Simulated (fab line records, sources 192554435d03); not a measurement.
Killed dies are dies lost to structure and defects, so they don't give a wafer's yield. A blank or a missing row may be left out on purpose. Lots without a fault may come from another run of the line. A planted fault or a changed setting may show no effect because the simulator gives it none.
Chamber matching | flow n5_finfet | N5_BEOL_M14_DESCUM_33 on rie_diel-01: 4 sister chambers
The step chemistry O2, time 7.9 s. 8 wafers are shown with their chamber, then 9 later ones without.

WAFERS WITH THEIR CHAMBER
wafer  | chamber | drypump_motor_current_A (A) | throttle_valve_pct (%)
L077.1 | 3       | 6.6                         | 20.17
L077.6 | 2       | 5.3                         | 20.13
L084.2 | 1       | 5.8                         | 19.91
L084.3 | 2       | 5.2                         | 20.15
L084.5 | 0       | 6.3                         | 20.32
L086.1 | 1       | 5.8                         | 19.93
L086.3 | 0       | 6.3                         | 20.34
L086.4 | 3       | 6.5                         | 20.22

WAFERS WITHOUT THEIR CHAMBER
wafer  | drypump_motor_current_A (A) | throttle_valve_pct (%)
L091.3 | 5.2                         | 20.17
L091.4 | 6.6                         | 20.21
L091.6 | 6.3                         | 20.33
L095.2 | 5.2                         | 20.19
L095.4 | 6.6                         | 20.24
L095.6 | 5.7                         | 19.98
L096.1 | 5.2                         | 20.20
L096.5 | 6.3                         | 20.37
L096.6 | 6.6                         | 20.25

WHICH CHAMBER EACH WENT THROUGH
wafer  | from the rows above | in truth
L091.3 | 2                   | 2
L091.4 | 3                   | 3
L091.6 | 0                   | 0
L095.2 | 2                   | 2
L095.4 | 3                   | 3
L095.6 | 1                   | 1
L096.1 | 2                   | 2
L096.5 | 0                   | 0
L096.6 | 3                   | 3
Placed correctly: 9 of 9. Can't be placed from these rows: 0. Placed wrongly: 0.
How it was worked out, from the rows above alone: a wafer's distance from a chamber is the root of the sum, over the readings, of the square of ((its reading less the chamber's mean) divided by the reading's scatter). The wafer belongs to the nearest chamber; if the next one is less than 2 further off, it can't be placed. A chamber's mean is the mean of its shown wafers. The scatter: the root of (the sum of the squares of (reading less its chamber's mean) over the shown wafers, divided by (wafers less chambers)).
